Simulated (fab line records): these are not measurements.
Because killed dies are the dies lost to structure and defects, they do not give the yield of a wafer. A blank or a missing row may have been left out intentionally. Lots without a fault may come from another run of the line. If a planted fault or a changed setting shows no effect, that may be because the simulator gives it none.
Shared-tool check    flow nand_harc    30 wafers sampled across 10 lots

THE REASON FOR OPENING IT
On 2 of the 10 lots, a flag is raised at NHARC_END_SORT_01 on the reading sort_bin_2_pct. Fault-free wafers read 2.6 %, with a standard deviation of 1.
Rule: a lot is flagged when every wafer of it that has a number lies more than 4 standard deviations from that mean, or none has a number. All remaining lots are regarded as sound.

lot   measured      on         sort_bin_2_pct (%), wafer by wafer  flag
L276  day 25 17:45  prober-01  4.6 3.2 4.9                         
L281  day 27 15:32  prober-01  2.2 2.5 1.6                         
L284  day 28 08:25  prober-01  95.4 96.6 95.6                      FLAGGED
L286  day 28 21:28  prober-01  98.4 96.0 97.3                      FLAGGED
L290  day 31 01:42  prober-01  4.1 3.5 2.4                         
L291  day 31 16:23  prober-02  2.1 1.8 1.9                         
L292  day 31 23:45  prober-01  2.5 3.1 2.4                         
L293  day 32 16:56  prober-01  2.2 1.9 1.6                         
L296  day 33 12:05  prober-02  1.8 3.0 2.2                         
L295  day 34 13:04  prober-01  2.5 1.6 2.5                         
Average over the flagged lots: 96.5 %; offset from the usual +94.0 %, equal to +94 standard deviations.

LOT BY LOT: THE TOOL USED
The record holds 2 process steps before the reading, out of a route of 1302 steps. Every cell lists first the tool, next ch and the chambers used by the sampled wafers, and last the start.
lot   flag     NHARC_A_M1_PVD_21             NHARC_A_M1_PRE_CLEAN_32
L276           pvd_sputter-02, day 24 06:06  pecvd-01 ch 0,1,2, day 24 07:32
L281           pvd_sputter-03, day 26 02:55  pecvd-02 ch 1,2, day 26 04:19
L284  FLAGGED  pvd_sputter-02, day 26 22:53  pecvd-04 ch 0,1,2, day 27 00:36
L286  FLAGGED  pvd_sputter-01, day 27 07:42  pecvd-01 ch 0,2, day 27 09:07
L290           pvd_sputter-01, day 29 16:14  pecvd-01 ch 1,2, day 29 17:36
L291           pvd_sputter-02, day 30 05:28  pecvd-01 ch 0,2, day 30 06:52
L292           pvd_sputter-02, day 30 14:45  pecvd-01 ch 0,1, day 30 16:07
L293           pvd_sputter-02, day 30 22:45  pecvd-01 ch 1,2, day 31 00:10
L296           pvd_sputter-01, day 31 21:48  pecvd-04 ch 0,1,2, day 31 23:12
L295           pvd_sputter-03, day 33 01:08  pecvd-04 ch 0,1,2, day 33 02:34
What these steps do:
- NHARC_A_M1_PVD_21: deposits Cu, target thk 30 nm, time 20.49 s.
- NHARC_A_M1_PRE_CLEAN_32: time 12 s.
- NHARC_END_SORT_01

FLAGGED OVER TOTAL, TOOL BY TOOL (the gauges that took the reading come last)
step                     tool            lots run  flagged  share of the flagged lots  sound lots run after its first flagged lot
NHARC_A_M1_PVD_21        pvd_sputter-01  3         1        some                       2 (L290,L296)
NHARC_A_M1_PVD_21        pvd_sputter-02  5         1        some                       3 (L291,L292,L293)
NHARC_A_M1_PVD_21        pvd_sputter-03  2         0        none                       -
NHARC_A_M1_PRE_CLEAN_32  pecvd-01        6         1        some                       4 (L290,L291,L292,L293)
NHARC_A_M1_PRE_CLEAN_32  pecvd-02        1         0        none                       -
NHARC_A_M1_PRE_CLEAN_32  pecvd-04        3         1        some                       2 (L296,L295)
NHARC_END_SORT_01        prober-01       8         2        all                        4 (L290,L292,L293,L295)
NHARC_END_SORT_01        prober-02       2         0        none                       -

WHAT IS ALLOWED BY THE TABLE
1 row of the table ran every flagged lot: prober-01 at NHARC_END_SORT_01.
- prober-01 at NHARC_END_SORT_01 ran 8 lots, 2 of them flagged. Lots that were sound ran on it after the first flagged one (L290, L292, L293, L295); a persistent fault on the entire tool would not allow that.
No row of the table ran every flagged lot and no sound lot after the first.

WHAT HAD BEEN PUT IN BY THE SIMULATOR
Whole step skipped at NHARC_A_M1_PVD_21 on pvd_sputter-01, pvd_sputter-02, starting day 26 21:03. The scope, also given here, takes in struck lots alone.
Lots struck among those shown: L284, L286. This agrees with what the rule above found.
